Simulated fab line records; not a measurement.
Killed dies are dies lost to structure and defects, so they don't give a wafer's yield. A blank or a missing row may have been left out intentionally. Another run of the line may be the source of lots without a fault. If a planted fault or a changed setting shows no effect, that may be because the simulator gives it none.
fab line records ; flow n5-finfet
record: lots: 5; wafers: 14; last-day: 16
route steps=1938 shown DUMMY_GATE@246 SPACER0@258 SD_EPI_N@262 DUMMY_REMOVAL@377 PASSIVATION@1936
lots untouched by any fault: they come from a run of this same line in which no faults occurred
start-h: hours from the record's opening day to when the first of the lot's shown wafers began ; wait-h: hours elapsed since this lot's preceding step ; " the same as in the row above ; L1.1+2: one row covering several wafers at once ; - no value, or no start given ; * or withheld: withheld ; < > ~ a bound
route shown NAME@n: NAME is a module with steps in the file, n the number in the route of the first one ; usual: average and standard deviation across the fault-free wafers ; same: alike in all rows ; chamber/n: place in a boat ; sites: per-site readings ; _std_site: standard deviation across them ; _edge_site: inner sites' mean taken away from outer sites' mean ; radius-mm: for every site, how far away it sits from the centre of the wafer ; mask NAME#n: copy n ; behind: the most recent tool/chamber to have shaped the wafer ; hold: why the lot went on hold/how many hours it stayed there/how the hold came to an end ; device: which transistor (n, p or np) failed to switch ; end of line: at the end of the route, the tests of the same wafers ; a step given without rows: its recipe and nothing more ; killed: dies that structure and defects cost at the first sort, which is not the same as the wafer's yield ; map: per-die view of a wafer (x killed, . not killed, _ where there is no die)
set.NAME: the run value of the setting; set.NAME@STEP: its run value at that earlier step ; model.NAME: the simulator's own value behind a step, which no gauge read
a table for each step, a row for each wafer; lots at some steps of the route
services: a tool's chamber out of use, with start hour (start-h, from the record's first day; less than 0 if before it), hours out, and reason
== steps ==
step: N5_DUMMY_GATE_ETCH_32
recipe: chemistry: CF4; target: SiO2; target-depth-a: 35; time-s: 3.9; ion-energy-ev: 350; pressure-mtorr: 10; icp-w: 800; bias-w: 400; cf4-flow-sccm: 80
usual: drypump-motor-current-A: 5.9/0.4; oes-product-au: 1.011/0.018; throttle-valve-pct: 21.62/0.21
same: time-s: 3.9
lot.wafer;tool;chamber;start-h;wait-h;drypump-motor-current-A;oes-product-au;rf-hours-counter-h;throttle-valve-pct
L489.2;rie-si-02;0;50.89;0.1;5.8;1.019;124;21.73
L489.4;rie-si-02;1;50.89;0.1;5.7;0.990;111;21.43
L489.6;rie-si-02;0;50.89;0.1;5.8;1.019;-;21.71
L496.4;rie-si-02;2;90.82;0.1;6.5;1.029;156;21.55
L496.5;rie-si-02;1;90.82;0.1;5.7;1.003;-;21.43
L501.2;rie-si-03;0;124.53;0.1;5.3;1.007;187;21.90
L501.4;rie-si-03;2;124.53;0.1;5.8;1.024;1;21.72
L501.6;rie-si-03;2;124.53;0.1;5.9;1.027;-;21.73
L502.1;rie-si-02;2;128.97;0.1;6.4;1.003;157;21.54
L502.4;rie-si-02;0;128.97;0.1;5.8;1.013;126;21.71
L502.5;rie-si-02;3;128.97;0.1;5.7;1.021;-;21.40
L506.1;rie-si-06;0;149.36;0.1;6.1;1.029;89;21.45
L506.3;rie-si-06;1;149.36;0.1;6.7;1.028;35;21.86
L506.4;rie-si-06;2;149.36;0.1;5.9;0.959;140;21.50
step: N5_DUMMY_GATE_ETCH_23
recipe: chemistry: HBr/Cl2/O2; HBr_flow_sccm: 150; Cl2_flow_sccm: 80; O2_flow_sccm: 12; bias-w: 102; target-depth-a: 410; time-s: 22.3; target: poly-Si; mask-material: SiO2; pressure-mtorr: 10; icp-w: 800
step: N5_DUMMY_GATE_ETCH_44
recipe: chemistry: HBr/O2; over-etch-frac: 0.7; target-depth-a: 1275; stop-on: SiO2; ion-energy-ev: 60; bias-w: 20; target: poly-Si; mask-material: SiO2; pressure-mtorr: 20; icp-w: 400; HBr_flow_sccm: 120; O2_flow_sccm: 10
step: N5_DUMMY_GATE_CD_MEAS_24
recipe: target-cd-nm: 15
usual: cd-nm: 14.9/0.48
lot.wafer;tool;chamber;start-h;wait-h;cd-nm
L489.2;cd-sem-02;-;51.09;0.1;15.5
L489.4;cd-sem-02;-;51.09;0.1;14.9
L489.6;cd-sem-02;-;51.09;0.1;15.2
L496.4;cd-sem-01;-;91.03;0.1;14.9
L496.5;cd-sem-01;-;91.03;0.1;14.7
L501.2;cd-sem-02;-;124.73;0.1;14.0
L501.4;cd-sem-02;-;124.73;0.1;14.2
L501.6;cd-sem-02;-;124.73;0.1;14.9
L502.1;cd-sem-01;-;129.16;0.1;14.5
L502.4;cd-sem-01;-;129.16;0.1;15.2
L502.5;cd-sem-01;-;129.16;0.1;14.5
L506.1;cd-sem-03;-;149.56;0.1;14.2
L506.3;cd-sem-03;-;149.56;0.1;15.4
L506.4;cd-sem-03;-;149.56;0.1;14.6
step: N5_DUMMY_GATE_ETCH_42
recipe: chemistry: CHF3/O2; target: SiO2; target-depth-a: 35; time-s: 31; ion-energy-ev: 30; bias-w: 12; pressure-mtorr: 30; source-w: 600; Ar_flow_sccm: 200; CHF3_flow_sccm: 50; O2_flow_sccm: 5
usual: drypump-motor-current-A: 5.5/0.51; oes-product-au: 0.79/0.088; rf-vpp-V: 42.5/0.99; showerhead-plenum-p-Torr: 2.44/0.093; throttle-valve-pct: 18.86/0.26
same: time-s: 31
lot.wafer;tool;chamber;start-h;wait-h;drypump-motor-current-A;oes-product-au;rf-hours-counter-h;rf-vpp-V;showerhead-plenum-p-Torr;throttle-valve-pct
L489.2;rie-diel-05;2;51.19;0.1;5.0;0.68;236;41.8;2.28;19.19
L489.4;rie-diel-05;0;51.19;0.1;5.8;0.89;26;41.7;2.55;18.59
L489.6;rie-diel-05;3;51.19;0.1;6.1;0.67;-;42.9;2.37;18.73
L496.4;rie-diel-05;0;91.07;0.0;5.8;0.88;39;41.4;2.55;18.63
L496.5;rie-diel-05;2;91.07;0.0;5.0;0.67;-;43.7;2.27;19.21
L501.2;rie-diel-05;1;124.78;0.0;5.6;0.86;40;42.7;2.56;18.92
L501.4;rie-diel-05;0;124.78;0.0;5.8;0.86;-;42.5;2.54;18.64
L501.6;rie-diel-05;3;124.78;0.0;6.1;0.92;-;42.2;2.36;18.41
L502.1;rie-diel-04;3;129.21;0.0;4.9;0.75;154;42.4;2.49;18.90
L502.4;rie-diel-04;2;129.21;0.0;5.1;0.73;179;41.8;2.31;18.82
L502.5;rie-diel-04;3;129.21;0.0;4.9;0.75;-;42.0;2.49;18.88
L506.1;rie-diel-04;2;149.80;0.2;5.1;0.72;185;42.5;2.30;18.82
L506.3;rie-diel-04;1;149.80;0.2;4.9;0.75;149;43.5;2.51;19.18
L506.4;rie-diel-04;3;149.80;0.2;4.9;0.75;160;42.5;2.49;18.90
step: N5_DUMMY_GATE_STRIP_48
recipe: chemistry: N2/H2; time-s: 20; power-w: 100; temp-c: 40; pressure-mtorr: 100; rf-frequency-hz: 6e+07; bias-power-w: 3; n2-flow-sccm: 300; h2-flow-sccm: 300
step: N5_DUMMY_GATE_PRECLEAN_33
recipe: chemistry: dHF; time-s: 10; dilution: 750:1; temp-c: 25
step: N5_DUMMY_GATE_PRECLEAN_25
recipe: chemistry: O3/DIW; time-s: 45; temp-c: 22; o3-ppm: 10
step: N5_DUMMY_GATE_PRECLEAN_51
recipe: chemistry: SC2; time-s: 45; temp-c: 35; mix: 1:1:50
step: N5_DUMMY_GATE_SRD_26
recipe: dry: ipa-marangoni; time-s: 30; temp-c: 23; rinse-liquid: diw
step: N5_DUMMY_GATE_UV_OZONE_45
recipe: time-s: 120; pressure-torr: 760; temp-c: 25
step: N5_DUMMY_GATE_INSPECT_27
recipe: inspect-instrument: brightfield; mode: aei
usual: raw-defect-count: 310/75
lot.wafer;tool;chamber;start-h;wait-h;raw-defect-count
L489.2;defect-inspect-01;-;51.43;0.0;409
L489.4;defect-inspect-01;-;51.43;0.0;406
L489.6;defect-inspect-01;-;51.43;0.0;395
L496.4;defect-inspect-01;-;91.31;0.0;299
L496.5;defect-inspect-01;-;91.31;0.0;394
L501.2;defect-inspect-01;-;125.01;0.0;370
L501.4;defect-inspect-01;-;125.01;0.0;398
L501.6;defect-inspect-01;-;125.01;0.0;332
L502.1;defect-inspect-01;-;129.46;0.0;216
L502.4;defect-inspect-01;-;129.46;0.0;284
L502.5;defect-inspect-01;-;129.46;0.0;187
L506.1;defect-inspect-02;-;150.04;0.0;414
L506.3;defect-inspect-02;-;150.04;0.0;490
L506.4;defect-inspect-02;-;150.04;0.0;456
step: N5_SPACER0_ALD_07
recipe: material: SiNx; target-thk-a: 20; temp-c: 400; ald-precursor-family: SiH2I2; ald-co-reactant: N2/H2-plasma; pressure-torr: 2
usual: chamber-pressure-Torr: 2.000/0.0045; heater-power-w: 845/63
lot.wafer;tool;chamber;start-h;wait-h;chamber-pressure-Torr;heater-power-w;model.SiNx_of_SPACER0_ALD_07.thk-nm
L489.2;ald-sin-04;1;51.47;0.0;2.006;870;2
L489.4;ald-sin-04;2;51.47;0.0;2.005;939;2
L489.6;ald-sin-04;2;51.47;0.0;1.997;932;2
L496.4;ald-sin-04;0;91.34;0.0;1.999;854;1.2
L496.5;ald-sin-04;0;91.34;0.0;2.004;869;1.2
L501.2;ald-sin-02;0;125.05;0.0;2.010;793;2
L501.4;ald-sin-02;1;125.05;0.0;2.007;717;2
L501.6;ald-sin-02;1;125.05;0.0;2.002;744;2
L502.1;ald-sin-03;0;130.06;0.6;2.002;910;2
L502.4;ald-sin-03;1;130.06;0.6;1.998;807;2
L502.5;ald-sin-03;1;130.06;0.6;1.994;805;2
L506.1;ald-sin-03;3;150.07;0.0;2.005;727;2
L506.3;ald-sin-03;1;150.07;0.0;2.004;797;2
L506.4;ald-sin-03;0;150.07;0.0;1.998;903;2
step: N5_SPACER0_ALD_00
recipe: material: SiOCN; target-thk-a: 35; temp-c: 400; ald-precursor-family: alkyl-aminosilane; ald-co-reactant: O2/N2-plasma; pulse-time-s: 3; purge-time-s: 2; co-reactant-purge-time-s: 2; ald-cycles: 58; pressure-torr: 2
step: N5_SPACER0_ALD_08
recipe: material: SiNx; target-thk-a: 20; temp-c: 400; ald-precursor-family: SiH2I2; ald-co-reactant: N2/H2-plasma; pressure-torr: 2
step: N5_SPACER0_INSPECT_04
recipe: inspect-instrument: darkfield; mode: post-dep
usual: raw-defect-count: 149/34
lot.wafer;tool;chamber;start-h;wait-h;raw-defect-count
L489.2;defect-inspect-02;-;52.04;0.1;230
L489.4;defect-inspect-02;-;52.04;0.1;252
L489.6;defect-inspect-02;-;52.04;0.1;207
L496.4;defect-inspect-01;-;91.91;0.1;133
L496.5;defect-inspect-01;-;91.91;0.1;182
L501.2;defect-inspect-02;-;125.62;0.1;169
L501.4;defect-inspect-02;-;125.62;0.1;229
L501.6;defect-inspect-02;-;125.62;0.1;166
L502.1;defect-inspect-01;-;130.63;0.1;151
L502.4;defect-inspect-01;-;130.63;0.1;133
L502.5;defect-inspect-01;-;130.63;0.1;92
L506.1;defect-inspect-02;-;150.64;0.1;141
L506.3;defect-inspect-02;-;150.64;0.1;197
L506.4;defect-inspect-02;-;150.64;0.1;171
step: N5_SD_EPI_N_COAT_32
recipe: resist: SOC; temp-c: 250; time-s: 60; spin-rpm: 1500; resist-thk-nm: 350
step: N5_SD_EPI_N_COAT_33
recipe: resist: SiARC; temp-c: 220; time-s: 60; spin-rpm: 1500; resist-thk-nm: 35
step: N5_SD_EPI_N_COAT_03
recipe: resist: CAR-ArF-block; spin-rpm: 1500; resist-thk-nm: 150
step: N5_SD_EPI_N_EBR_05
recipe: solvent: PGMEA; ebr-width-mm: 1.5
step: N5_SD_EPI_N_SOFTBAKE_04
recipe: temp-c: 110; time-s: 60; resist: CAR-ArF-block
step: N5_SD_EPI_N_EXPOSE_06
recipe: mask-id: SD_N_BLK; na: 1.35; source-shape: conventional; sigma-outer: 0.8; polarization: unpolarized; target-cd-nm: 120; dose-mj: 39.75
step: N5_SD_EPI_N_PEB_07
recipe: peb-temp-c: 110; peb-time-s: 60; resist: CAR-ArF-block
step: N5_SD_EPI_N_DEVELOP_08
recipe: develop-time-s: 30; developer: TMAH; resist: CAR-ArF-block; dev-temp-c: 23; rinse-liquid: diw; dry: air-spin
step: N5_SD_EPI_N_CD_MEAS_09
recipe: target-cd-nm: 120; landing-energy-ev: 500; detector: se-inlens
usual: cd-nm: 120.2/0.54
lot.wafer;tool;chamber;start-h;wait-h;cd-nm
L489.2;cd-sem-01;0;52.31;-;120.9
L489.4;cd-sem-01;0;52.31;-;120.0
L489.6;cd-sem-01;0;52.31;-;119.7
L496.4;cd-sem-02;0;92.31;-;120.0
L496.5;cd-sem-02;0;92.31;-;120.6
L501.2;cd-sem-02;0;125.89;-;120.1
L501.4;cd-sem-02;0;125.89;-;120.4
L501.6;cd-sem-02;0;125.89;-;120.2
L502.1;cd-sem-01;0;130.90;-;120.5
L502.4;cd-sem-01;0;130.90;-;118.9
L502.5;cd-sem-01;0;130.90;-;120.3
L506.1;cd-sem-03;0;151.04;-;121.1
L506.3;cd-sem-03;0;151.04;-;120.9
L506.4;cd-sem-03;0;151.04;-;121.1
step: N5_SD_EPI_N_OVL_MEAS_10
recipe: points-per-wafer: 44
usual: SD_N_BLK_OVL: -0.2/0.71
lot.wafer;tool;chamber;start-h;wait-h;SD_N_BLK_OVL[nm]
L489.2;overlay-02;0;52.34;0.0;0.0
L489.4;overlay-02;0;52.34;0.0;0.3
L489.6;overlay-02;0;52.34;0.0;0.3
L496.4;overlay-02;0;92.34;0.0;-1.4
L496.5;overlay-02;0;92.34;0.0;-0.9
L501.2;overlay-02;0;125.92;0.0;-0.1
L501.4;overlay-02;0;125.92;0.0;-0.6
L501.6;overlay-02;0;125.92;0.0;-0.9
L502.1;overlay-01;0;130.93;0.0;0.6
L502.4;overlay-01;0;130.93;0.0;0.2
L502.5;overlay-01;0;130.93;0.0;0.7
L506.1;overlay-01;0;151.07;0.0;-0.1
L506.3;overlay-01;0;151.07;0.0;0.4
L506.4;overlay-01;0;151.07;0.0;0.2
step: N5_SD_EPI_N_INSPECT_11
recipe: mode: adi; inspect-instrument: macro
usual: raw-defect-count: 1.9/1.4
lot.wafer;tool;chamber;start-h;wait-h;raw-defect-count
L489.2;defect-inspect-02;-;52.37;0.0;2
L489.4;defect-inspect-02;-;52.37;0.0;1
L489.6;defect-inspect-02;-;52.37;0.0;3
L496.4;defect-inspect-01;-;92.36;0.0;0
L496.5;defect-inspect-01;-;92.36;0.0;0
L501.2;defect-inspect-02;-;125.94;0.0;3
L501.4;defect-inspect-02;-;125.94;0.0;2
L501.6;defect-inspect-02;-;125.94;0.0;0
L502.1;defect-inspect-02;-;130.96;0.0;1
L502.4;defect-inspect-02;-;130.96;0.0;2
L502.5;defect-inspect-02;-;130.96;0.0;0
L506.1;defect-inspect-02;-;151.10;0.0;2
L506.3;defect-inspect-02;-;151.10;0.0;3
L506.4;defect-inspect-02;-;151.10;0.0;0
step: N5_SD_EPI_N_DESCUM_14
recipe: chemistry: O2; time-s: 7.9; source-power-w: 50; bias-power-w: 20; pressure-mtorr: 20; rf-frequency-hz: 2.712e+07; temp-c: 40; resist: CAR-ArF-block; o2-flow-sccm: 225
usual: drypump-motor-current-A: 5.6/0.32; oes-product-au: 0.80/0.062; rf-vpp-V: 243.1/1.2; showerhead-plenum-p-Torr: 2.09/0.061; throttle-valve-pct: 20.54/0.22
same: time-s: 7.9
lot.wafer;tool;chamber;start-h;wait-h;drypump-motor-current-A;oes-product-au;rf-hours-counter-h;rf-vpp-V;showerhead-plenum-p-Torr;throttle-valve-pct
L489.2;rie-diel-02;2;52.40;0.0;5.3;0.74;161;243.0;2.00;20.87
L489.4;rie-diel-02;0;52.40;0.0;6.2;0.82;111;242.2;2.02;20.20
L489.6;rie-diel-02;0;52.40;0.0;6.1;0.82;-;241.6;2.02;20.21
L496.4;rie-diel-06;2;92.65;0.3;5.1;0.73;169;243.6;2.16;20.34
L496.5;rie-diel-06;0;92.65;0.3;5.2;0.73;-;243.4;2.19;20.90
L501.2;rie-diel-01;0;125.98;0.0;5.7;0.86;54;243.0;2.12;20.49
L501.4;rie-diel-01;3;125.98;0.0;5.7;0.75;168;245.4;2.08;20.57
L501.6;rie-diel-01;1;125.98;0.0;5.7;0.95;-;244.0;2.13;20.23
L502.1;rie-diel-02;0;131.02;0.1;6.1;0.78;137;240.7;2.01;20.23
L502.4;rie-diel-02;1;131.02;0.1;5.2;0.78;128;243.2;2.11;20.51
L502.5;rie-diel-02;0;131.02;0.1;6.1;0.79;-;242.7;2.01;20.25
L506.1;rie-diel-01;2;151.13;0.0;5.6;0.81;88;244.9;2.12;20.58
L506.3;rie-diel-01;0;151.13;0.0;5.7;0.84;62;243.4;2.12;20.50
L506.4;rie-diel-01;3;151.13;0.0;5.7;0.75;177;242.6;2.07;20.57
step: N5_SD_EPI_N_ETCH_34
recipe: chemistry: CF4; target: SiARC; target-depth-a: 455; mask-material: CAR-ArF-block; time-s: 75.8; ion-energy-ev: 80; pressure-mtorr: 40; source-w: 545; bias-w: 36; Ar_flow_sccm: 100; cf4-flow-sccm: 100; ends: cleared
usual: drypump-motor-current-A: 5.6/0.33; etch-rf-on-time-s: 75.4/1.3; oes-product-au: 0.68/0.051; rf-vpp-V: 184.1/1; showerhead-plenum-p-Torr: 2.14/0.053; throttle-valve-pct: 15.71/0.19
lot.wafer;tool;chamber;start-h;wait-h;drypump-motor-current-A;etch-rf-on-time-s;oes-product-au;rf-hours-counter-h;rf-vpp-V;showerhead-plenum-p-Torr;throttle-valve-pct
L489.2;rie-diel-02;2;52.44;0.0;5.3;76.2;0.63;161;183.5;2.06;16.04
L489.4;rie-diel-02;0;52.44;0.0;6.1;76.4;0.69;111;182.4;2.08;15.46
L489.6;rie-diel-02;0;52.44;0.0;6.2;76.5;0.69;-;185.0;2.08;15.48
L496.4;rie-diel-06;2;92.69;0.0;5.1;75.1;0.62;169;186.0;2.22;15.71
L496.5;rie-diel-06;0;92.69;0.0;5.2;78.2;0.62;-;184.9;2.22;15.95
L501.2;rie-diel-01;0;126.01;0.0;5.7;76.0;0.73;54;185.0;2.17;15.58
L501.4;rie-diel-01;3;126.01;0.0;5.7;72.6;0.65;168;181.9;2.13;15.81
L501.6;rie-diel-01;1;126.01;0.0;5.8;74.7;0.82;-;184.3;2.19;15.48
L502.1;rie-diel-02;0;131.06;0.0;6.2;75.8;0.67;137;183.6;2.07;15.52
L502.4;rie-diel-02;1;131.06;0.0;5.2;76.7;0.65;128;183.8;2.15;15.59
L502.5;rie-diel-02;0;131.06;0.0;6.2;75.9;0.67;-;183.6;2.07;15.54
L506.1;rie-diel-01;2;151.17;0.0;5.6;74.9;0.70;88;184.8;2.16;15.69
L506.3;rie-diel-01;0;151.17;0.0;5.7;76.7;0.71;62;183.6;2.16;15.60
L506.4;rie-diel-01;3;151.17;0.0;5.7;72.8;0.64;177;184.5;2.13;15.83
step: N5_SD_EPI_N_ETCH_35
recipe: chemistry: N2/H2; target: SOC; overetch-a: 1080; mask-material: SiARC; temp-c: 40; ion-energy-ev: 100; source-w: 3000; bias-w: 133; pressure-mtorr: 20; time-s: 486; n2-flow-sccm: 200; h2-flow-sccm: 200
usual: drypump-motor-current-A: 5.6/0.32; oes-product-au: 0.71/0.054; rf-vpp-V: 240.8/1.3; showerhead-plenum-p-Torr: 2.54/0.072; throttle-valve-pct: 23.91/0.28
same: time-s: 486
lot.wafer;tool;chamber;start-h;wait-h;drypump-motor-current-A;oes-product-au;rf-hours-counter-h;rf-vpp-V;showerhead-plenum-p-Torr;throttle-valve-pct
L489.2;rie-diel-02;2;52.49;0.0;5.3;0.66;161;240.0;2.41;24.21
L489.4;rie-diel-02;0;52.49;0.0;6.1;0.72;111;239.8;2.45;23.59
L489.6;rie-diel-02;0;52.49;0.0;6.1;0.73;-;238.7;2.45;23.57
L496.4;rie-diel-06;2;92.74;0.0;5.1;0.65;170;242.2;2.63;23.68
L496.5;rie-diel-06;0;92.74;0.0;5.2;0.66;-;243.0;2.63;23.90
L501.2;rie-diel-01;0;126.07;0.0;5.8;0.76;54;241.9;2.58;23.90
L501.4;rie-diel-01;3;126.07;0.0;5.7;0.67;168;239.7;2.52;23.90
L501.6;rie-diel-01;1;126.07;0.0;5.7;0.85;-;242.7;2.58;23.38
L502.1;rie-diel-02;0;131.11;0.0;6.1;0.70;137;239.3;2.44;23.63
L502.4;rie-diel-02;1;131.11;0.0;5.2;0.70;128;240.8;2.55;23.79
L502.5;rie-diel-02;0;131.11;0.0;6.1;0.70;-;241.3;2.44;23.64
L506.1;rie-diel-01;2;151.22;0.0;5.7;0.72;89;240.6;2.56;24.14
L506.3;rie-diel-01;0;151.22;0.0;5.8;0.75;62;241.3;2.58;23.90
L506.4;rie-diel-01;3;151.22;0.0;5.7;0.66;177;240.6;2.52;23.90
step: N5_SD_EPI_N_STRIP_36
recipe: chemistry: N2/H2; temp-c: 40; n2-flow-sccm: 200; h2-flow-sccm: 200; rf-frequency-hz: 6e+07
step: N5_SD_EPI_N_ETCHBACK_44
recipe: chemistry: CH3F/O2; mode: anisotropic-etchback; target: SiNx; target-depth-a: 145; stop-on: SiO2; over-etch-frac: 0.3; ion-energy-ev: 120; pressure-mtorr: 30; source-w: 395; bias-w: 73; Ar_flow_sccm: 150; CH3F_flow_sccm: 30; O2_flow_sccm: 20
step: N5_SD_EPI_N_ETCH_45
recipe: chemistry: CH3F/O2; target: SiOCN; target-depth-a: 60; mask-material: SOC; ion-energy-ev: 60; bias-w: 29; pressure-mtorr: 15; source-w: 410; Ar_flow_sccm: 150; CH3F_flow_sccm: 30; O2_flow_sccm: 20
step: N5_SD_EPI_N_ETCH_16
recipe: chemistry: CHF3/O2; target: SiO2; target-depth-a: 50; mask-material: SOC; pressure-mtorr: 30; source-w: 650; bias-w: 170; Ar_flow_sccm: 200; CHF3_flow_sccm: 50; O2_flow_sccm: 5; ion-energy-ev: 200
step: N5_SD_EPI_N_STRIP_47
recipe: chemistry: CHF3/O2; resist: SiARC; rf-frequency-hz: 6e+07
step: N5_SD_EPI_N_SD_RECESS_17
recipe: chemistry: HBr/Cl2/O2; target-depth-a: 410; mask-material: SOC; time-s: 23.7; bt-time-s: 3; pressure-mtorr: 10; icp-w: 800; bias-w: 112; HBr_flow_sccm: 150; Cl2_flow_sccm: 80; O2_flow_sccm: 12
step: N5_SD_EPI_N_STRIP_38
recipe: chemistry: N2/H2; power-w: 1000; temp-c: 250; h2-frac: 0.65; overash-fraction: 0.3; pressure-mtorr: withheld; n2-flow-sccm: 1750; h2-flow-sccm: 3250
step: N5_SD_EPI_N_WET_ETCH_43
recipe: chemistry: dHF; dilution: withheld; time-s: 14; target: SiO2; target-depth-a: 15; temp-c: 25
step: N5_SD_EPI_N_STRIP_18
recipe: chemistry: SPM; time-s: 750; temp-c: 130; h2so4-h2o2-vol-ratio: 4
step: N5_SD_EPI_N_SRD_20
recipe: dry: ipa-marangoni; do-ppb: 5; time-s: 30; temp-c: 23; rinse-liquid: diw
step: N5_SD_EPI_N_PRECLEAN_48
recipe: chemistry: NF3:NH3; afs-cycles: 2; temp-c: 30; time-s: 20; sublimation-temp-c: 180; sublimation-time-s: 60; pressure-torr: 3; rf-power-w: 30
step: N5_SD_EPI_N_VAPOR_ETCH_50
recipe: chemistry: HCl; target: Si; temp-c: 775; time-s: 54; pressure-torr: 20; mode: isotropic
step: N5_DUMMY_REMOVAL_HM_STRIP_01
recipe: chemistry: CH3F/O2; material: SiNx; target-depth-a: 40; stop-on: poly-Si; time-s: 6.8; over-etch-frac: 0.3; ion-energy-ev: 60; power-w: 410; bias-w: 29; Ar_flow_sccm: 150; CH3F_flow_sccm: 30; O2_flow_sccm: 20
usual: drypump-motor-current-A: 5.5/0.52; oes-product-au: 0.64/0.064; rf-vpp-V: 127.6/1; showerhead-plenum-p-Torr: 2.02/0.075; throttle-valve-pct: 16.40/0.24
same: time-s: 6.8
lot.wafer;tool;chamber;start-h;wait-h;drypump-motor-current-A;oes-product-au;rf-hours-counter-h;rf-vpp-V;showerhead-plenum-p-Torr;throttle-valve-pct
L489.2;rie-diel-04;3;73.36;0.0;4.9;0.63;139;127.6;2.08;16.41
L489.4;rie-diel-04;0;73.36;0.0;5.3;0.62;-;127.4;2.01;16.04
L489.6;rie-diel-04;3;73.36;0.0;4.9;0.63;-;128.8;2.08;16.40
L496.4;rie-diel-04;1;113.07;0.0;4.9;0.48;140;127.9;2.09;16.68
L496.5;rie-diel-04;0;113.07;0.0;5.3;0.48;-;127.1;2.00;16.06
L501.2;rie-diel-03;3;149.07;0.2;6.3;0.56;248;126.6;1.99;16.96
L501.4;rie-diel-03;0;149.07;0.2;4.9;0.62;146;125.6;1.92;16.60
L501.6;rie-diel-03;1;149.07;0.2;6.0;0.60;-;127.8;2.00;16.48
L502.1;rie-diel-05;1;152.14;0.0;5.6;0.69;48;129.2;2.13;16.47
L502.4;rie-diel-05;2;152.14;0.0;5.0;0.78;6;128.3;2.13;16.31
L502.5;rie-diel-05;3;152.14;0.0;6.1;0.74;-;128.3;1.96;15.95
L506.1;rie-diel-03;1;173.26;0.0;6.0;0.60;156;129.1;2.00;16.50
L506.3;rie-diel-03;2;173.26;0.0;6.1;0.57;232;128.9;2.05;16.44
L506.4;rie-diel-03;2;173.26;0.0;6.1;0.57;-;127.6;2.05;16.43
step: N5_PASSIVATION_PROBE_49
usual: killed_at_M0_to_M3: 35/12; killed_at_M4_up: 13/5.8; killed-at-contacts: 12/5.5; killed-at-front-end: 36/9.9; killed-at-other: 4/3.7; killed-dies: 101/18; killed-open: 66/13; killed-short: 33/8
same: gross-dies: 1180; killed-at-back-side: 0
lot.wafer;tool;chamber;start-h;wait-h;killed_at_M0_to_M3;killed_at_M4_up;killed-at-contacts;killed-at-front-end;killed-at-other;killed-dies;killed-open;killed-short
L501.2;prober-01;-;368.89;0.1;24;11;3;43;3;84;51;30
L501.4;prober-01;-;368.99;0.2;35;9;3;27;1;75;54;20
L501.6;prober-01;-;369.09;0.3;23;7;7;38;4;79;48;26
L506.1;prober-01;-;380.61;0.0;62;8;24;39;7;140;99;40
L506.3;prober-01;-;380.71;0.1;55;6;23;41;7;132;80;50
L506.4;prober-01;-;380.76;0.2;63;6;26;27;12;134;86;45
killed by level:class
L501.2 FIN_SAQP:geometric-particle:open=7 GATE_CUT:geometric-particle:short=7 BEOL_M3:geometric-particle:open=7 SPACER0:geometric-particle:open=6 BEOL_M1:geometric-particle:open=6 DUMMY_GATE:geometric-particle:short=4 SPACER0:geometric-particle:short=4 BEOL_M5:geometric-particle:open=4
L501.4 BEOL_M0_SAQP:geometric-particle:open=9 STI_FIN_REVEAL:geometric-particle:open=8 BEOL_M0_SAQP:geometric-particle:short=8 DUMMY_GATE:geometric-particle:open=7 BEOL_M3:geometric-particle:open=6 BEOL_M2:geometric-particle:open=5 BEOL_M5:geometric-particle:open=4 MOL_CONTACT_COAG:geometric-particle:open=3
L501.6 DUMMY_GATE:geometric-particle:open=8 BEOL_M3:geometric-particle:open=7 FIN_SAQP:geometric-particle:short=6 MOL_CONTACT_COAG:geometric-particle:open=6 HKMG_FIN:area-etch=5 BEOL_M0_SAQP:geometric-particle:open=4 SPACER0:geometric-particle:open=4 BEOL_M0_SAQP:geometric-particle:short=4
L506.1 BEOL_M3:geometric-particle:open=19 MOL_CONTACT_COAG:geometric-particle:open=18 BEOL_M0_SAQP:geometric-particle:open=9 BEOL_M1:geometric-particle:open=9 GATE_CUT:geometric-particle:short=8 BEOL_M2:geometric-particle:open=8 FIN_SAQP:geometric-particle:open=7 DUMMY_GATE:geometric-particle:open=7
L506.3 MOL_CONTACT_COAG:geometric-particle:open=17 BEOL_M3:geometric-particle:open=14 BEOL_M2:geometric-particle:open=13 BEOL_M1:geometric-particle:short=11 FIN_SAQP:geometric-particle:open=7 GATE_CUT:geometric-particle:open=7 STI_FIN_REVEAL:geometric-particle:open=6 MOL_CONTACT_COAG:geometric-particle:short=6
L506.4 MOL_CONTACT_COAG:geometric-particle:open=21 BEOL_M3:geometric-particle:open=15 BEOL_M0_SAQP:geometric-particle:short=12 BEOL_M1:geometric-particle:open=11 BEOL_M2:geometric-particle:open=8 BEOL_M0_SAQP:geometric-particle:open=7 DUMMY_GATE:geometric-particle:open=6 GATE_CUT:geometric-particle:short=6
== services ==
tool;chamber;start-h;hours;kind
rie-diel-01;-;27.29;0.3;repair
rie-diel-03;3;28.11;2.7;repair
rie-si-06;-;43.83;0.2;repair
rie-diel-05;1;46.73;4.1;repair
ald-sin-04;-;52.01;14.6;pm
ald-sin-02;3;59.29;8.1;repair
rie-diel-03;1;70.57;13.5;repair
rie-diel-04;2;71.52;4.8;repair
rie-diel-01;2;84.59;4.7;repair
ald-sin-03;2;85.31;13.8;repair
ald-sin-02;-;85.84;14.0;pm
rie-si-06;1;86.83;2.3;repair
rie-diel-02;0;92.12;4.1;repair
rie-diel-06;3;93.50;2.2;repair
rie-si-03;0;97.58;5.6;repair
rie-si-03;-;101.03;4.3;pm
rie-diel-05;2;111.70;7.9;repair
ald-sin-04;-;115.57;6.1;pm
rie-si-03;2;115.87;4.5;repair
rie-si-06;-;141.29;0.4;repair
rie-diel-05;-;147.63;0.9;repair
rie-diel-03;0;154.99;7.7;repair
rie-si-02;1;156.07;1.9;repair
rie-diel-02;2;173.19;5.9;repair
== key ==
first-sign: step: N5_DUMMY_REMOVAL_HM_STRIP_01; reading: oes-product-au; direction: down; sigmas: 2.5; usual: 0.64; struck: 0.48
effect none on later readings
model-effect: step: N5_SPACER0_ALD_07; value: SiNx_of_SPACER0_ALD_07.thk-nm; without: 2; struck: 1.2
met-at N5_SPACER0_ALD_07
struck-wafers L496.4,L496.5
tester-left-out L496
onset-between 51.47 91.34
also-fits N5_SD_EPI_N_DESCUM_14:rie-diel-06,N5_SD_EPI_N_ETCH_34:rie-diel-06,N5_SD_EPI_N_ETCH_35:rie-diel-06,N5_DUMMY_REMOVAL_HM_STRIP_01:rie-diel-04
fault: kind: process-parameter-drift; tool: ald-sin-04; chamber: -; onset-h: 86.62; steps: N5_SPACER0_ALD_07; channel: target-thk-a; offset: *; shape: step; end-h: 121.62; scope: struck-wafers-only; acts-in: *; stated: *
tester-left-out: of these lots the tester's yield and bins aren't shown, on N5 and GAA mostly nor the transistor test; their killed dies are dies lost to structure and defects alone, not to doping, threshold or leakage, so they don't give the yield
